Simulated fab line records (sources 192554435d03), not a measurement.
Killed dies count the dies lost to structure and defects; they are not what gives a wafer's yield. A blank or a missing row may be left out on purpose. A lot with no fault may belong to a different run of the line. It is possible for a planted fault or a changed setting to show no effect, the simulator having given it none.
fab line records    flow n5Finfet
[record] lots = 7  wafers = 21  lastDay = 21
route steps=1938 shown BEOL_M2@905 BEOL_M4@1111 PASSIVATION@1936
lots untouched by any fault: they come from a run of this same line in which no faults occurred
startH: the number of hours between the record's first day and the start of the first shown wafer of the lot    waitH: hours since the lot's step before    " unchanged from the row above    L1.1+2: several wafers, shown together as one row    - no value, or no start given    * or withheld: withheld    < > ~ a bound
route shown NAME@n: a module of which the file shows steps, and the number in the route of the first    usual: mean/standard deviation of fault-free wafers    same: alike in all rows    chamber/n: place in a boat    sites: per-site readings    _std_site: the values' standard deviation    _edge_site: mean of outer sites minus mean of inner sites    radiusMm: for every site, how far away it sits from the centre of the wafer    mask NAME#n: copy n    behind: tool/chamber where the wafer was last shaped    hold: reason for holding the lot/hours on hold/outcome of the hold    device: names the non-switching transistor (n, p or np)    end of line: the same wafers' tests at the end of the route    a step without rows: its recipe alone    killed: not the wafer's yield, but the dies lost to structure and defects at the first sort    map: the dies of a wafer, with x for killed, . for not killed, _ for no die there
set.NAME: setting as actually run; set.NAME@STEP: the setting as run at that earlier step    model.NAME: the simulator's own value behind a step, which no gauge read
lots at selected steps of the route; one table per step, one row per wafer
services: when a tool's chamber went out of use (startH, in hours from the record's first day, below 0 if earlier), for how many hours, and the reason
[[steps]]
[step N5_BEOL_M2_ANNEAL_49]
[recipe] tempC = 400  timeS = 240  ambient = vacuum
[usual] heaterPowerW = 790/68  susceptorTempC = 399.99/0.23  susceptor_temp_C_max = 401.1/0.35
lot.wafer  tool           chamber  startH  waitH  heaterPowerW  susceptorTempC  susceptor_temp_C_max
L922.1     pvdSputter-02  -        170.88  0.0    858           400.13          401.3
L922.2     "              -        "       "      756           399.83          400.7
L922.3     "              -        "       "      730           399.70          400.5
L931.3     pvdSputter-01  -        253.82  0.0    818           400.14          401.1
L931.4     "              -        "       "      830           399.86          400.8
L931.5     "              -        "       "      816           399.96          401.1
L932.1     pvdSputter-01  -        269.46  0.0    799           400.36          401.0
L932.2     "              -        "       "      726           400.07          401.4
L932.4     "              -        "       "      705           400.15          401.8
L933.1     pvdSputter-01  -        281.55  0.0    723           400.45          401.7
L933.3     "              -        "       "      723           400.06          401.2
L933.5     "              -        "       "      704           400.27          402.0
L934.1     pvdSputter-01  -        283.43  0.0    807           400.09          400.9
L934.3     "              -        "       "      710           399.87          401.4
L934.4     "              -        "       "      836           399.94          401.0
L935.4     pvdSputter-02  -        294.54  0.0    877           400.08          401.7
L935.5     "              -        "       "      720           400.05          400.9
L935.6     "              -        "       "      780           399.75          400.6
L941.1     pvdSputter-02  -        304.25  0.0    864           399.88          401.1
L941.2     "              -        "       "      745           399.83          400.7
L941.3     "              -        "       "      791           399.95          401.0
[step N5_BEOL_M2_SPUTTER_79]
[recipe] material = Cu  targetThkA = 45  tempC = -20  chamberPressurePa = 0.07  powerW = withheld  timeS = 8.29
[usual] susceptorTempC = -20.00/0.12  throttleValvePct = 29.6/1
lot.wafer  tool           chamber  startH  waitH  susceptorTempC  throttleValvePct
L922.1     pvdSputter-02  -        171.02  0.1    -19.82          30.3
L922.2     "              -        "       "      -19.99          28.4
L922.3     "              -        "       "      -20.10          28.6
L931.3     pvdSputter-01  -        253.96  0.1    -20.22          29.7
L931.4     "              -        "       "      -19.90          28.5
L931.5     "              -        "       "      -20.21          29.5
L932.1     pvdSputter-01  -        269.60  0.1    -19.97          28.3
L932.2     "              -        "       "      -19.87          30.1
L932.4     "              -        "       "      -19.99          31.5
L933.1     pvdSputter-01  -        281.69  0.1    -20.10          31.3
L933.3     "              -        "       "      -20.05          30.0
L933.5     "              -        "       "      -19.95          31.4
L934.1     pvdSputter-01  -        283.57  0.1    -19.88          28.3
L934.3     "              -        "       "      -19.99          31.5
L934.4     "              -        "       "      -20.22          29.4
L935.4     pvdSputter-02  -        294.68  0.1    -19.91          30.1
L935.5     "              -        "       "      -19.95          28.5
L935.6     "              -        "       "      -20.20          28.6
L941.1     pvdSputter-02  -        304.39  0.1    -19.89          29.9
L941.2     "              -        "       "      -20.03          28.7
L941.3     "              -        "       "      -19.98          28.6
[step N5_BEOL_M2_ANNEAL_80]
[recipe] tempC = 400  timeS = 240  ambient = vacuum
[step N5_BEOL_M2_SPUTTER_81]
[recipe] material = Cu  targetThkA = 45  tempC = -20  chamberPressurePa = 0.07  powerW = withheld  timeS = 8.29
[usual] susceptorTempC = -20.01/0.1  throttleValvePct = 29.6/1
lot.wafer  tool           chamber  startH  waitH  susceptorTempC  throttleValvePct
L922.1     pvdSputter-02  -        171.24  0.1    -19.94          30.1
L922.2     "              -        "       "      -20.05          28.7
L922.3     "              -        "       "      -19.97          28.8
L931.3     pvdSputter-01  -        254.18  0.1    -20.09          29.5
L931.4     "              -        "       "      -19.95          28.5
L931.5     "              -        "       "      -19.95          29.5
L932.1     pvdSputter-01  -        269.82  0.1    -19.77          28.5
L932.2     "              -        "       "      -20.13          30.2
L932.4     "              -        "       "      -20.08          31.4
L933.1     pvdSputter-01  -        281.91  0.1    -20.01          31.5
L933.3     "              -        "       "      -19.90          29.8
L933.5     "              -        "       "      -20.00          31.7
L934.1     pvdSputter-01  -        283.79  0.1    -20.05          28.1
L934.3     "              -        "       "      -19.99          31.3
L934.4     "              -        "       "      -20.10          29.4
L935.4     pvdSputter-02  -        294.90  0.1    -19.97          30.2
L935.5     "              -        "       "      -20.16          28.7
L935.6     "              -        "       "      -19.93          28.6
L941.1     pvdSputter-02  -        304.61  0.1    -20.11          30.3
L941.2     "              -        "       "      -19.89          28.7
L941.3     "              -        "       "      -19.92          28.7
[step N5_BEOL_M2_ANNEAL_82]
[recipe] tempC = 400  timeS = 240  ambient = vacuum
[step N5_BEOL_M2_SPUTTER_86]
[recipe] material = Cu  targetThkA = 45  tempC = -20  chamberPressurePa = 0.07  powerW = withheld  timeS = 8.29
[step N5_BEOL_M2_ANNEAL_87]
[recipe] tempC = 400  timeS = 240  ambient = vacuum
[usual] heaterPowerW = 790/68  susceptorTempC = 400.03/0.21  susceptor_temp_C_max = 401.1/0.33
lot.wafer  tool           chamber  startH  waitH  heaterPowerW  susceptorTempC  susceptor_temp_C_max
L922.1     pvdSputter-02  -        171.54  0.0    852           400.00          401.3
L922.2     "              -        "       "      783           400.03          400.9
L922.3     "              -        "       "      724           400.28          400.9
L931.3     pvdSputter-01  -        254.48  0.0    818           400.01          401.1
L931.4     "              -        "       "      837           400.08          401.1
L931.5     "              -        "       "      848           400.48          402.0
L932.1     pvdSputter-01  -        270.12  0.0    841           400.00          400.9
L932.2     "              -        "       "      723           400.01          401.0
L932.4     "              -        "       "      722           400.24          401.3
L933.1     pvdSputter-01  -        282.21  0.0    704           400.28          401.5
L933.3     "              -        "       "      717           400.12          401.6
L933.5     "              -        "       "      706           400.32          401.6
L934.1     pvdSputter-01  -        284.09  0.0    813           400.05          400.8
L934.3     "              -        "       "      700           399.86          401.1
L934.4     "              -        "       "      836           399.93          401.2
L935.4     pvdSputter-02  -        295.20  0.0    880           399.94          401.1
L935.5     "              -        "       "      744           400.25          401.0
L935.6     "              -        "       "      771           400.27          401.5
L941.1     pvdSputter-02  -        304.91  0.0    840           399.88          401.1
L941.2     "              -        "       "      723           400.30          401.0
L941.3     "              -        "       "      797           400.32          401.4
[step N5_BEOL_M2_SPUTTER_88]
[recipe] material = Cu  targetThkA = 45  tempC = -20  chamberPressurePa = 0.07  powerW = withheld  timeS = 8.29
[step N5_BEOL_M2_ANNEAL_89]
[recipe] tempC = 400  timeS = 240  ambient = vacuum
[usual] heaterPowerW = 791/67  susceptorTempC = 399.99/0.23  susceptor_temp_C_max = 401.0/0.34
lot.wafer  tool           chamber  startH  waitH  heaterPowerW  susceptorTempC  susceptor_temp_C_max
L922.1     pvdSputter-02  -        171.76  0.0    874           399.48          400.5
L922.2     "              -        "       "      787           400.21          401.4
L922.3     "              -        "       "      737           400.23          400.9
L931.3     pvdSputter-01  -        254.70  0.0    800           399.99          401.1
L931.4     "              -        "       "      825           400.30          400.9
L931.5     "              -        "       "      836           400.26          401.4
L932.1     pvdSputter-01  -        270.34  0.0    836           400.18          400.8
L932.2     "              -        "       "      717           399.68          400.7
L932.4     "              -        "       "      727           399.62          401.0
L933.1     pvdSputter-01  -        282.43  0.0    703           400.06          401.3
L933.3     "              -        "       "      696           399.83          401.1
L933.5     "              -        "       "      714           400.16          401.8
L934.1     pvdSputter-01  -        284.31  0.0    794           400.05          400.8
L934.3     "              -        "       "      719           400.40          401.7
L934.4     "              -        "       "      837           399.69          400.6
L935.4     pvdSputter-02  -        295.42  0.0    873           399.98          401.2
L935.5     "              -        "       "      739           400.21          401.0
L935.6     "              -        "       "      768           399.89          400.7
L941.1     pvdSputter-02  -        305.13  0.0    856           399.99          401.0
L941.2     "              -        "       "      743           399.91          400.6
L941.3     "              -        "       "      788           399.81          400.8
[step N5_BEOL_M2_SPUTTER_90]
[recipe] material = Cu  targetThkA = 45  tempC = -20  chamberPressurePa = 0.07  powerW = withheld  timeS = 8.29
[step N5_BEOL_M2_ANNEAL_91]
[recipe] tempC = 400  timeS = 240  ambient = vacuum
[step N5_BEOL_M2_SPUTTER_92]
[recipe] material = Cu  targetThkA = 45  tempC = -20  chamberPressurePa = 0.07  powerW = withheld  timeS = 8.29
[step N5_BEOL_M2_ANNEAL_93]
[recipe] tempC = 400  timeS = 240  ambient = vacuum
[usual] heaterPowerW = 791/69  susceptorTempC = 399.97/0.23  susceptor_temp_C_max = 401.0/0.36
lot.wafer  tool           chamber  startH  waitH  heaterPowerW  susceptorTempC  susceptor_temp_C_max
L922.1     pvdSputter-02  -        172.20  0.0    878           399.79          400.8
L922.2     "              -        "       "      781           400.06          400.8
L922.3     "              -        "       "      722           399.74          400.6
L931.3     pvdSputter-01  -        255.14  0.0    -             -               -
L931.4     "              -        "       "      -             -               -
L931.5     "              -        "       "      -             -               -
L932.1     pvdSputter-01  -        270.78  0.0    -             -               -
L932.2     "              -        "       "      -             -               -
L932.4     "              -        "       "      -             -               -
L933.1     pvdSputter-01  -        282.87  0.0    -             -               -
L933.3     "              -        "       "      -             -               -
L933.5     "              -        "       "      -             -               -
L934.1     pvdSputter-01  -        284.75  0.0    792           399.86          400.6
L934.3     "              -        "       "      711           399.94          401.4
L934.4     "              -        "       "      829           399.85          400.8
L935.4     pvdSputter-02  -        295.86  0.0    863           400.02          401.1
L935.5     "              -        "       "      729           400.03          400.9
L935.6     "              -        "       "      762           399.77          400.6
L941.1     pvdSputter-02  -        305.57  0.0    869           400.00          401.0
L941.2     "              -        "       "      719           399.57          400.2
L941.3     "              -        "       "      791           399.88          401.2
[step N5_BEOL_M2_SPUTTER_94]
[recipe] material = Cu  targetThkA = 45  tempC = -20  chamberPressurePa = 0.07  powerW = withheld  timeS = 8.29
[step N5_BEOL_M4_RC_MEAS_101]
[usual] DIBL_N = 36.3/1.1  DIBL_P = 36.3/1.4  IOFF_N = 0.155/0.019  IOFF_P = 0.211/0.027  ION_N = 672/8.5  ION_P = 462/5.8  SS_N = 71.5/0.56  SS_P = 73.3/0.52  VT_N = 249.9/2.5  VT_P = -249.8/2.8
lot.wafer  tool       chamber  startH  waitH  DIBL_N[mV/V]  DIBL_P[mV/V]  IOFF_N[nA/um]  IOFF_P[nA/um]  ION_N[uA/um]  ION_P[uA/um]  SS_N[mV/dec]  SS_P[mV/dec]  VT_N[mV]  VT_P[mV]
L922.1     prober-01  0        228.39  0.0    36.2          36.4          0.158          0.187          679           458           71.1          73.5          246.5     -251.5
L922.2     "          0        "       "      35.3          35.3          0.145          0.165          671           450           71.6          72.4          248.8     -254.5
L922.3     "          0        "       "      36.3          37.8          0.167          0.203          676           466           72.0          73.7          247.9     -251.5
L931.3     prober-01  0        324.41  0.3    36.5          36.3          0.144          0.179          664           454           71.0          72.9          252.7     -253.3
L931.4     "          0        "       "      37.4          38.0          0.157          0.202          668           453           71.6          73.4          251.0     -252.1
L931.5     "          0        "       "      37.2          37.4          0.153          0.197          668           454           72.6          73.4          248.3     -252.3
L932.1     prober-01  0        335.47  0.0    35.5          34.0          0.142          0.183          671           461           70.7          72.5          250.7     -249.9
L932.2     "          0        "       "      36.5          35.7          0.165          0.208          672           459           72.0          73.7          248.7     -251.2
L932.4     "          0        "       "      35.5          33.9          0.141          0.182          662           455           71.2          73.4          252.6     -252.8
L933.1     prober-01  0        346.49  0.0    37.2          38.0          0.160          0.261          667           461           72.4          74.0          251.0     -245.5
L933.3     "          0        "       "      37.6          37.7          0.167          0.255          670           464           72.8          73.9          249.2     -244.0
L933.5     "          0        "       "      37.1          35.7          0.153          0.217          664           457           73.1          73.4          250.6     -251.0
L934.1     prober-02  0        354.88  0.0    35.3          34.7          0.149          0.230          675           468           71.3          72.3          248.8     -244.9
L934.3     "          0        "       "      34.4          33.6          0.127          0.205          668           465           71.0          73.2          250.5     -245.8
L934.4     "          0        "       "      37.8          37.0          0.181          0.268          672           468           72.1          74.3          245.3     -246.3
L941.1     prober-01  0        368.20  0.0    37.3          39.4          0.209          0.284          680           470           72.2          73.1          247.2     -244.7
L941.2     "          0        "       "      36.1          38.4          0.178          0.258          674           465           71.7          73.7          249.4     -248.1
L941.3     "          0        "       "      35.0          37.1          0.165          0.238          675           470           71.0          73.3          247.5     -246.2
L935.4     prober-01  0        391.78  0.5    35.9          36.0          0.159          0.206          676           458           71.5          72.8          250.5     -248.7
L935.5     "          0        "       "      36.1          36.5          0.168          0.222          681           466           71.4          73.5          247.5     -247.2
L935.6     "          0        "       "      35.2          35.5          0.148          0.201          674           467           70.6          73.2          250.6     -250.8
[step N5_PASSIVATION_PROBE_49]
[usual] defectLimitedYield = 91.4/1.2  killed_at_M0_to_M3 = 34/10  killed_at_M4_up = 14/5.1  killedAtContacts = 12/6.4  killedAtFrontEnd = 38/9.3  killedAtOther = 4/3  killedDies = 102/15  killedOpen = 67/12  killedShort = 33/6.9  sort_bin_5_function = 5.0/0.86  sort_bin_6_memory = 3.2/0.58  sortNPass = 1078/15  sortYieldPct = 91.4/1.2
[same] grossDies = 1180  killedAtBackSide = 0  sort_bin_4_leakage[%] = 0  sort_bin_8_speed[%] = 0
lot.wafer  tool       chamber  startH  waitH  defectLimitedYield[%]  killed_at_M0_to_M3  killed_at_M4_up  killedAtContacts  killedAtFrontEnd  killedAtOther  killedDies  killedOpen  killedShort  sort_bin_5_function[%]  sort_bin_6_memory[%]  sortNPass  sortYieldPct[%]
L922.1     prober-01  -        337.65  0.0    91.6                   42                  14               9                 33                1              99          68          25           4.3                     3.5                   1081       91.6
L922.2     prober-01  -        337.70  0.1    90.1                   53                  13               9                 40                2              117         77          38           6.3                     3.3                   1063       90.1
L922.3     prober-01  -        337.75  0.1    91.3                   38                  13               11                39                2              103         63          39           5.3                     3.2                   1077       91.3
L931.3     prober-01  -        435.13  0.1    91.6                   27                  11               12                42                7              99          57          41           4.5                     3.3                   1081       91.6
L931.4     prober-01  -        435.18  0.2    91.4                   33                  17               8                 43                0              101         74          27           5.2                     3.1                   1079       91.4
L931.5     prober-01  -        435.23  0.2    92.9                   32                  15               4                 28                5              84          55          29           3.6                     3.2                   1096       92.9
L933.1     prober-02  -        468.33  0.7    88.5                   59                  10               18                47                2              136         86          49           7.4                     3.6                   1044       88.5
L933.3     prober-02  -        468.43  0.8    90.3                   34                  17               7                 56                1              115         66          46           6.0                     3.5                   1065       90.3
L933.5     prober-02  -        468.53  0.9    89.4                   43                  15               18                44                5              125         84          39           5.9                     4.1                   1055       89.4
L941.1     prober-01  -        475.56  0.0    90.3                   27                  17               28                43                0              115         74          40           6.1                     3.3                   1065       90.3
L941.2     prober-01  -        475.61  0.1    88.0                   41                  18               30                48                5              142         103         39           7.6                     3.8                   1038       88.0
L941.3     prober-01  -        475.66  0.1    92.5                   15                  14               17                41                2              89          54          33           4.4                     3.1                   1091       92.5
L935.4     prober-01  -        505.39  0.2    92.4                   39                  11               8                 29                3              90          53          35           4.8                     2.1                   1090       92.4
L935.6     prober-01  -        505.49  0.3    93.7                   30                  19               4                 19                2              74          45          29           4.0                     1.9                   1106       93.7
// killed by level:class
L922.1 BEOL_M3:geometricParticle:open=14 FIN_SAQP:geometricParticle:open=13 BEOL_M0_SAQP:geometricParticle:open=9 MOL_CONTACT_COAG:geometricParticle:open=8 BEOL_M0_SAQP:geometricParticle:short=7 BEOL_M4:geometricParticle:open=7 BEOL_M1:geometricParticle:open=4 HKMG_FIN:areaEtch=4
L922.2 BEOL_M0_SAQP:geometricParticle:open=17 BEOL_M3:geometricParticle:open=15 FIN_SAQP:geometricParticle:open=14 FIN_SAQP:geometricParticle:short=10 BEOL_M0_SAQP:geometricParticle:short=8 MOL_CONTACT_COAG:geometricParticle:open=7 BEOL_M1:geometricParticle:open=6 BEOL_M4:geometricParticle:open=5
L922.3 FIN_SAQP:geometricParticle:short=16 BEOL_M2:geometricParticle:open=11 FIN_SAQP:geometricParticle:open=9 MOL_CONTACT_COAG:geometricParticle:open=9 BEOL_M4:geometricParticle:open=7 BEOL_M0_SAQP:geometricParticle:short=6 BEOL_M3:geometricParticle:short=6 STI_FIN_REVEAL:geometricParticle:open=5
L931.3 MOL_CONTACT_COAG:geometricParticle:open=11 FIN_SAQP:geometricParticle:short=10 BEOL_M0_SAQP:geometricParticle:open=7 GATE_CUT:geometricParticle:short=6 BEOL_M0_SAQP:geometricParticle:short=5 BEOL_M3:geometricParticle:open=5 STARTING-WAFER:geometricParticle:open=5 FIN_SAQP:geometricParticle:open=4
L931.4 STI_FIN_REVEAL:geometricParticle:open=12 BEOL_M4:geometricParticle:open=12 FIN_SAQP:geometricParticle:short=9 MOL_CONTACT_COAG:geometricParticle:open=8 BEOL_M2:geometricParticle:open=8 BEOL_M0_SAQP:geometricParticle:short=7 BEOL_M0_SAQP:geometricParticle:open=7 FIN_SAQP:geometricParticle:open=5
L931.5 BEOL_M4:geometricParticle:open=11 BEOL_M0_SAQP:geometricParticle:short=8 BEOL_M0_SAQP:geometricParticle:open=7 BEOL_M1:geometricParticle:open=6 STI_FIN_REVEAL:geometricParticle:open=5 FIN_SAQP:geometricParticle:short=4 DUMMY_GATE:geometricParticle:open=4 GATE_CUT:geometricParticle:short=4
L933.1 BEOL_M2:geometricParticle:open=19 FIN_SAQP:geometricParticle:short=18 MOL_CONTACT_COAG:geometricParticle:open=16 BEOL_M1:geometricParticle:open=12 FIN_SAQP:geometricParticle:open=11 BEOL_M0_SAQP:geometricParticle:short=9 STI_FIN_REVEAL:geometricParticle:open=6 BEOL_M0_SAQP:geometricParticle:open=5
L933.3 FIN_SAQP:geometricParticle:short=19 STI_FIN_REVEAL:geometricParticle:open=11 BEOL_M2:geometricParticle:open=9 BEOL_M0_SAQP:geometricParticle:short=8 BEOL_M5:geometricParticle:open=7 BEOL_M0_SAQP:geometricParticle:open=7 FIN_SAQP:geometricParticle:open=6 MOL_CONTACT_COAG:geometricParticle:open=6
L933.5 MOL_CONTACT_COAG:geometricParticle:open=16 FIN_SAQP:geometricParticle:open=14 BEOL_M2:geometricParticle:open=12 BEOL_M0_SAQP:geometricParticle:short=10 BEOL_M0_SAQP:geometricParticle:open=10 FIN_SAQP:geometricParticle:short=9 GATE_CUT:geometricParticle:short=5 BEOL_M3:geometricParticle:open=5
L941.1 MOL_CONTACT_COAG:geometricParticle:open=24 FIN_SAQP:geometricParticle:open=9 GATE_CUT:geometricParticle:short=9 BEOL_M0_SAQP:geometricParticle:open=9 FIN_SAQP:geometricParticle:short=8 BEOL_M4:geometricParticle:open=7 DUMMY_GATE:geometricParticle:open=5 BEOL_M0_SAQP:geometricParticle:short=5
L941.2 MOL_CONTACT_COAG:geometricParticle:open=27 STI_FIN_REVEAL:geometricParticle:open=17 BEOL_M0_SAQP:geometricParticle:open=17 BEOL_M0_SAQP:geometricParticle:short=14 BEOL_M4:geometricParticle:open=10 FIN_SAQP:geometricParticle:open=6 GATE_CUT:geometricParticle:short=6 FIN_SAQP:geometricParticle:short=5
L941.3 MOL_CONTACT_COAG:geometricParticle:open=14 STI_FIN_REVEAL:geometricParticle:open=7 FIN_SAQP:geometricParticle:open=6 FIN_SAQP:geometricParticle:short=6 GATE_CUT:geometricParticle:short=5 BEOL_M0_SAQP:geometricParticle:short=5 BEOL_M4:geometricParticle:open=5 DUMMY_GATE:geometricParticle:short=3
L935.4 BEOL_M0_SAQP:geometricParticle:short=9 MOL_CONTACT_COAG:geometricParticle:open=7 BEOL_M0_SAQP:geometricParticle:open=7 BEOL_M3:geometricParticle:open=7 FIN_SAQP:geometricParticle:short=6 STI_FIN_REVEAL:geometricParticle:open=5 FIN_SAQP:geometricParticle:open=4 DUMMY_GATE:geometricParticle:open=4
L935.6 BEOL_M2:geometricParticle:open=10 BEOL_M0_SAQP:geometricParticle:short=8 BEOL_M4:geometricParticle:open=8 FIN_SAQP:geometricParticle:short=5 GATE_CUT:geometricParticle:short=4 MOL_CONTACT_COAG:geometricParticle:open=4 BEOL_M0_SAQP:geometricParticle:open=4 BEOL_M3:geometricParticle:open=4
[[services]]
tool           chamber  startH  hours  kind
pvdSputter-02  -        163.68  5.1    repair
[[key]]
[firstSign] step = N5_BEOL_M2_ANNEAL_93  reading = toolRecord  direction = missing
effect none on later readings
metAt N5_BEOL_M2_ANNEAL_93
struckWafers L931.3,L931.4,L931.5,L932.1,L932.2,L932.4,L933.1,L933.3,L933.5
[fault] kind = skippedStepWhole  tool = pvdSputter-01  chamber = -  onsetH = 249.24  steps = N5_BEOL_M2_ANNEAL_93  scope = struckLotsOnly
